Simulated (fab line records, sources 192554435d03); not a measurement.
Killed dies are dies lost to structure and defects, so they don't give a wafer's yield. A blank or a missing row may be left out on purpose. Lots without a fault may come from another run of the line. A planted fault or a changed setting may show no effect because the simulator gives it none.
Chamber matching | flow n5_finfet | N5_BEOL_M2_VIA_ETCH_34 on rie_diel-04: 4 sister chambers
The step etches the open film in C4F6/O2, target depth 69.4 nm, time 65.9 s. 4 wafers are shown with their chamber, then 12 later ones without.

WAFERS WITH THEIR CHAMBER
wafer  | chamber | rf_vpp_V (V)
L088.2 | 2       | 640
L086.2 | 1       | 685
L086.5 | 3       | 672
L086.6 | 0       | 691

WAFERS WITHOUT THEIR CHAMBER
wafer  | rf_vpp_V (V)
L087.1 | 638
L087.4 | 671
L087.5 | 691
L089.2 | 684
L089.4 | 691
L089.6 | 691
L093.2 | 686
L093.4 | 639
L093.5 | 685
L097.1 | 684
L097.2 | 671
L097.6 | 684

WHICH CHAMBER EACH WENT THROUGH
wafer  | from the rows above | in truth
L087.1 | 2                   | 2
L087.4 | 3                   | 3
L087.5 | 0                   | 0
L089.2 | 1                   | 1
L089.4 | 0                   | 0
L089.6 | 0                   | 0
L093.2 | 1                   | 1
L093.4 | 2                   | 2
L093.5 | 1                   | 1
L097.1 | 1                   | 1
L097.2 | 3                   | 3
L097.6 | 1                   | 1
Placed correctly: 12 of 12. Can't be placed from these rows: 0. Placed wrongly: 0.
How it was worked out, from the rows above alone: a wafer's distance from a chamber is the root of the sum, over the readings, of the square of ((its reading less the chamber's mean) divided by the reading's scatter). The wafer belongs to the nearest chamber; if the next one is less than 2 further off, it can't be placed. A chamber's mean is the mean of its shown wafers. The scatter: with one shown wafer a chamber, the root of the mean of the squares of how far each hidden wafer lies from its nearest shown one.
